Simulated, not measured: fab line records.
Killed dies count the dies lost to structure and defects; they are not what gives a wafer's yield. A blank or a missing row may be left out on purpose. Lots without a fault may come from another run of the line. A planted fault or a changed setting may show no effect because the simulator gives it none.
Matching of chambers    flow nand harc    NHARC_A_STAIRCASE_ETCH_169 on rie diel-04 has 4 sister chambers
The step etches the open film in CH3F/O2, target depth 50 nm, time 107.1 s. 4 wafers are shown with their chamber, then 9 later ones without.

== WAFERS, EACH WITH ITS CHAMBER ==
wafer   chamber  drypump motor current A (A)
L081.5  1        5.0
L085.1  2        5.4
L090.1  0        5.9
L090.6  3        6.7

== WAFERS MISSING THEIR CHAMBER ==
wafer   drypump motor current A (A)
L090.2  5.0
L090.4  5.4
L090.5  5.9
L091.2  4.9
L091.4  5.9
L091.6  5.0
L095.2  5.0
L095.5  5.4
L095.6  5.0

== EACH ONE'S CHAMBER ==
wafer   from the rows above  in truth
L090.2  1                    1
L090.4  2                    2
L090.5  0                    0
L091.2  1                    1
L091.4  0                    0
L091.6  1                    1
L095.2  1                    1
L095.5  2                    2
L095.6  1                    1
Correctly placed: 9 of 9. Not placeable from these rows: 0. Wrongly placed: 0.
How it was worked out, from the rows above alone: a wafer's distance from a chamber is the root of the sum, over the readings, of the square of ((its reading less the chamber's mean) divided by the reading's scatter). If the next closest chamber is less than 2 further off than the closest, the wafer can't be placed; otherwise it belongs to the closest. Each chamber's mean is taken over the wafers shown for it. The scatter: root of mean squared gap, hidden wafer to nearest shown wafer, with one shown wafer a chamber.
